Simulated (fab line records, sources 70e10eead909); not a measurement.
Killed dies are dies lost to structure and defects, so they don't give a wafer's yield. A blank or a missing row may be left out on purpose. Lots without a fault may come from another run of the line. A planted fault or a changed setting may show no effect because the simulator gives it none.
Which tool did it? | flow nand_harc | 6 lots, 18 wafers sampled, at 4 steps of a route of 1302

WHAT THE GAUGES READ, wafer by wafer
NHARC_END_SORT_01.
lot  | measured     | on        | sort_bin_2_pct (%)
L240 | day 26 07:50 | prober-01 | 3.0 3.8 2.8
L244 | day 28 10:03 | prober-01 | 4.3 4.0 3.5
L253 | day 31 13:26 | prober-02 | 2.1 1.5 2.1
L255 | day 32 08:52 | prober-01 | 4.7 4.1 3.1
L256 | day 33 02:47 | prober-01 | 2.2 3.0 3.1
L258 | day 34 13:45 | prober-01 | 2.5 2.1 2.7

WHICH TOOL RAN EACH LOT (tool, then ch and the chambers of the sampled wafers, then the start)
lot  | NHARC_A_BONDPAD_PVD_27       | NHARC_A_BONDPAD_ANNEAL_28        | NHARC_THIN_TSV_CMP_21
L240 | pvd_sputter-02, day 24 20:13 | rtp_anneal-01 ch 0, day 24 20:43 | cmp-03 ch 0,1,3, day 25 17:16
L244 | pvd_sputter-01, day 27 04:31 | rtp_anneal-01 ch 0, day 27 05:05 | cmp-02 ch 0,2,3, day 27 22:34
L253 | pvd_sputter-02, day 30 07:38 | rtp_anneal-02 ch 0, day 30 08:10 | cmp-01 ch 0,2,3, day 31 02:39
L255 | pvd_sputter-03, day 31 02:59 | rtp_anneal-02 ch 0, day 31 03:32 | cmp-03 ch 0,1,3, day 31 22:17
L256 | pvd_sputter-02, day 31 18:19 | rtp_anneal-01 ch 0, day 31 18:51 | cmp-03 ch 1,2,3, day 32 17:26
L258 | pvd_sputter-03, day 33 07:29 | rtp_anneal-02 ch 0, day 33 08:02 | cmp-01 ch 0,3, day 34 02:01
- NHARC_A_BONDPAD_PVD_27: deposits Cu, target thk 30 nm, time 20.49 s.
- NHARC_A_BONDPAD_ANNEAL_28: time 90 s.
- NHARC_THIN_TSV_CMP_21: polishes, t overpolish 30 s, target thk 2000 nm.

THE ANSWER, worked out from the rows above alone
Rule: what is usual is taken from the lots themselves. Put in order of their means at a reading, lots are off if they are a third of the lots or fewer, leave a main group of 4 or more, and stand apart from it by a gap of 3 or more times the standard deviation of the main group's means; of several such gaps the widest counts. A main group whose means are all the same, to the digits that the tables above print for the reading, isn't used. A lot without any number at a reading at which 4 lots or more have one is off too. The other lots that the step has rows for count as sound.
No lot is off at any reading shown: from this, nothing can be told.

WHAT THE SIMULATOR HAD PUT IN
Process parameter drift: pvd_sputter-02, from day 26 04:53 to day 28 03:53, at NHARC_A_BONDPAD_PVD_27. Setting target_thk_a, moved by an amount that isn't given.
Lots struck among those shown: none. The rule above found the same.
